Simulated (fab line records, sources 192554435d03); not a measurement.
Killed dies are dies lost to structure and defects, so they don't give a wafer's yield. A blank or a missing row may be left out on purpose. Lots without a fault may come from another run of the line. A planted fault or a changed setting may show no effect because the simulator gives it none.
Chamber matching | flow n5_finfet | N5_BEOL_M5_ETCH_68 on rie_diel-02: 4 sister chambers
The step etches SOC in N2/H2, target depth 80 nm, overetch 16 nm, time 120 s. 8 wafers are shown with their chamber, then 12 later ones without.

WAFERS WITH THEIR CHAMBER
wafer  | chamber | showerhead_plenum_p_Torr (Torr) | drypump_motor_current_A (A)
L080.6 | 0       | 2.39                            | 6.5
L082.2 | 3       | 2.59                            | 5.9
L082.4 | 1       | 2.54                            | 5.9
L083.1 | 0       | 2.39                            | 6.6
L083.4 | 3       | 2.59                            | 5.9
L091.3 | 2       | 2.58                            | 5.3
L091.5 | 2       | 2.58                            | 5.3
L091.6 | 1       | 2.53                            | 5.9

WAFERS WITHOUT THEIR CHAMBER
wafer  | showerhead_plenum_p_Torr (Torr) | drypump_motor_current_A (A)
L092.3 | 2.70                            | 6.5
L092.4 | 2.53                            | 5.9
L092.6 | 2.58                            | 5.2
L093.1 | 2.70                            | 6.6
L093.2 | 2.58                            | 5.9
L093.4 | 2.52                            | 5.9
L094.1 | 2.58                            | 5.9
L094.2 | 2.70                            | 6.5
L094.5 | 2.58                            | 5.2
L097.2 | 2.58                            | 5.3
L097.4 | 2.52                            | 5.9
L097.5 | 2.58                            | 5.2

WHICH CHAMBER EACH WENT THROUGH
wafer  | from the rows above | in truth
L092.3 | 3                   | 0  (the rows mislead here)
L092.4 | 1                   | 1
L092.6 | 2                   | 2
L093.1 | 3                   | 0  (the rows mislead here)
L093.2 | 3                   | 3
L093.4 | 1                   | 1
L094.1 | 3                   | 3
L094.2 | 3                   | 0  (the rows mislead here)
L094.5 | 2                   | 2
L097.2 | 2                   | 2
L097.4 | 1                   | 1
L097.5 | 2                   | 2
Placed correctly: 9 of 12. Can't be placed from these rows: 0. Placed wrongly: 3.
How it was worked out, from the rows above alone: a wafer's distance from a chamber is the root of the sum, over the readings, of the square of ((its reading less the chamber's mean) divided by the reading's scatter). The wafer belongs to the nearest chamber; if the next one is less than 2 further off, it can't be placed. A chamber's mean is the mean of its shown wafers. The scatter: the root of (the sum of the squares of (reading less its chamber's mean) over the shown wafers, divided by (wafers less chambers)).
